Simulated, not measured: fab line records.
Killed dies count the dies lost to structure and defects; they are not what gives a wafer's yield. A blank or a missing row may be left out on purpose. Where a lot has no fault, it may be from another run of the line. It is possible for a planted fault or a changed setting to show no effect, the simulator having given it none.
Chamber matching / flow n5-finfet / N5_BEOL_M0_STRIP_142 on rie-diel-03: 4 sister chambers
The step strips in N2/H2, time 10 s. 22 wafers are shown with their chamber, then 11 later ones without.

EACH WAFER AND ITS CHAMBER
wafer=L074.1; chamber=0; drypump-motor-current-A (A)=5.3; showerhead-plenum-p-Torr (Torr)=2.58; throttle-valve-pct (%)=23.6
wafer=L074.4; chamber=1; drypump-motor-current-A (A)=5.8; showerhead-plenum-p-Torr (Torr)=2.55; throttle-valve-pct (%)=23.4
wafer=L074.6; chamber=3; drypump-motor-current-A (A)=5.1; showerhead-plenum-p-Torr (Torr)=2.56; throttle-valve-pct (%)=23.8
wafer=L075.2; chamber=3; drypump-motor-current-A (A)=5.1; showerhead-plenum-p-Torr (Torr)=2.56; throttle-valve-pct (%)=23.8
wafer=L075.4; chamber=1; drypump-motor-current-A (A)=5.8; showerhead-plenum-p-Torr (Torr)=2.55; throttle-valve-pct (%)=23.3
wafer=L075.5; chamber=0; drypump-motor-current-A (A)=5.3; showerhead-plenum-p-Torr (Torr)=2.58; throttle-valve-pct (%)=23.6
wafer=L077.1; chamber=0; drypump-motor-current-A (A)=5.3; showerhead-plenum-p-Torr (Torr)=2.58; throttle-valve-pct (%)=23.6
wafer=L077.2; chamber=1; drypump-motor-current-A (A)=5.8; showerhead-plenum-p-Torr (Torr)=2.55; throttle-valve-pct (%)=23.3
wafer=L077.4; chamber=2; drypump-motor-current-A (A)=6.3; showerhead-plenum-p-Torr (Torr)=2.51; throttle-valve-pct (%)=23.3
wafer=L081.3; chamber=2; drypump-motor-current-A (A)=6.3; showerhead-plenum-p-Torr (Torr)=2.50; throttle-valve-pct (%)=23.3
wafer=L081.4; chamber=0; drypump-motor-current-A (A)=5.3; showerhead-plenum-p-Torr (Torr)=2.58; throttle-valve-pct (%)=23.6
wafer=L081.6; chamber=2; drypump-motor-current-A (A)=6.3; showerhead-plenum-p-Torr (Torr)=2.50; throttle-valve-pct (%)=23.3
wafer=L086.1; chamber=0; drypump-motor-current-A (A)=5.3; showerhead-plenum-p-Torr (Torr)=2.57; throttle-valve-pct (%)=23.6
wafer=L086.2; chamber=2; drypump-motor-current-A (A)=6.3; showerhead-plenum-p-Torr (Torr)=2.50; throttle-valve-pct (%)=23.3
wafer=L086.3; chamber=3; drypump-motor-current-A (A)=5.2; showerhead-plenum-p-Torr (Torr)=2.55; throttle-valve-pct (%)=23.9
wafer=L089.1; chamber=1; drypump-motor-current-A (A)=5.8; showerhead-plenum-p-Torr (Torr)=2.54; throttle-valve-pct (%)=23.4
wafer=L089.4; chamber=3; drypump-motor-current-A (A)=5.1; showerhead-plenum-p-Torr (Torr)=2.54; throttle-valve-pct (%)=23.9
wafer=L089.6; chamber=1; drypump-motor-current-A (A)=5.8; showerhead-plenum-p-Torr (Torr)=2.53; throttle-valve-pct (%)=23.4
wafer=L091.1; chamber=3; drypump-motor-current-A (A)=5.1; showerhead-plenum-p-Torr (Torr)=2.54; throttle-valve-pct (%)=23.9
wafer=L091.2; chamber=0; drypump-motor-current-A (A)=5.3; showerhead-plenum-p-Torr (Torr)=2.57; throttle-valve-pct (%)=23.2
wafer=L091.4; chamber=1; drypump-motor-current-A (A)=5.8; showerhead-plenum-p-Torr (Torr)=2.53; throttle-valve-pct (%)=23.4
wafer=L092.2; chamber=3; drypump-motor-current-A (A)=5.1; showerhead-plenum-p-Torr (Torr)=2.54; throttle-valve-pct (%)=23.9

SIGNATURES, as means of the wafers listed above
reading=drypump-motor-current-A; chamber 0=5.300; chamber 1=5.800; chamber 2=6.300; chamber 3=5.117; scatter within a chamber=0.0215
reading=showerhead-plenum-p-Torr; chamber 0=2.5767; chamber 1=2.5417; chamber 2=2.5025; chamber 3=2.5483; scatter within a chamber=0.00808
reading=throttle-valve-pct; chamber 0=23.533; chamber 1=23.367; chamber 2=23.300; chamber 3=23.867; scatter within a chamber=0.0943
Rule: distance of a wafer from a chamber = root of the sum over the readings of ((wafer's reading minus chamber's mean) / reading's scatter) squared. The wafer belongs to the nearest chamber; if the next one is less than 2 further off, it can't be placed. The scatter is the square root of a quotient: the sum, over the shown wafers, of each reading's squared deviation from its chamber's mean, divided by wafers minus chambers.

WAFERS MISSING THEIR CHAMBER
wafer=L092.4; drypump-motor-current-A (A)=5.8; showerhead-plenum-p-Torr (Torr)=2.53; throttle-valve-pct (%)=23.4
wafer=L092.5; drypump-motor-current-A (A)=5.1; showerhead-plenum-p-Torr (Torr)=2.54; throttle-valve-pct (%)=23.9
wafer=L076.2; drypump-motor-current-A (A)=5.8; showerhead-plenum-p-Torr (Torr)=2.53; throttle-valve-pct (%)=23.4
wafer=L076.3; drypump-motor-current-A (A)=5.3; showerhead-plenum-p-Torr (Torr)=2.57; throttle-valve-pct (%)=23.2
wafer=L076.5; drypump-motor-current-A (A)=5.2; showerhead-plenum-p-Torr (Torr)=2.54; throttle-valve-pct (%)=23.9
wafer=L094.4; drypump-motor-current-A (A)=6.3; showerhead-plenum-p-Torr (Torr)=2.49; throttle-valve-pct (%)=23.3
wafer=L094.5; drypump-motor-current-A (A)=6.3; showerhead-plenum-p-Torr (Torr)=2.49; throttle-valve-pct (%)=23.3
wafer=L094.6; drypump-motor-current-A (A)=5.2; showerhead-plenum-p-Torr (Torr)=2.54; throttle-valve-pct (%)=23.9
wafer=L097.1; drypump-motor-current-A (A)=5.1; showerhead-plenum-p-Torr (Torr)=2.53; throttle-valve-pct (%)=23.9
wafer=L097.3; drypump-motor-current-A (A)=5.8; showerhead-plenum-p-Torr (Torr)=2.53; throttle-valve-pct (%)=23.4
wafer=L097.6; drypump-motor-current-A (A)=5.3; showerhead-plenum-p-Torr (Torr)=2.56; throttle-valve-pct (%)=23.2

CHAMBER TAKEN BY EACH
wafer=L092.4; from the rows above=1; in truth=1
wafer=L092.5; from the rows above=3; in truth=3
wafer=L076.2; from the rows above=1; in truth=1
wafer=L076.3; from the rows above=0; in truth=0
wafer=L076.5; from the rows above=3; in truth=3
wafer=L094.4; from the rows above=2; in truth=2
wafer=L094.5; from the rows above=2; in truth=2
wafer=L094.6; from the rows above=3; in truth=3
wafer=L097.1; from the rows above=3; in truth=3
wafer=L097.3; from the rows above=1; in truth=1
wafer=L097.6; from the rows above=0; in truth=0
Correct placement for 11 of the 11. Can't be placed from these rows: 0. 0 placed wrongly.
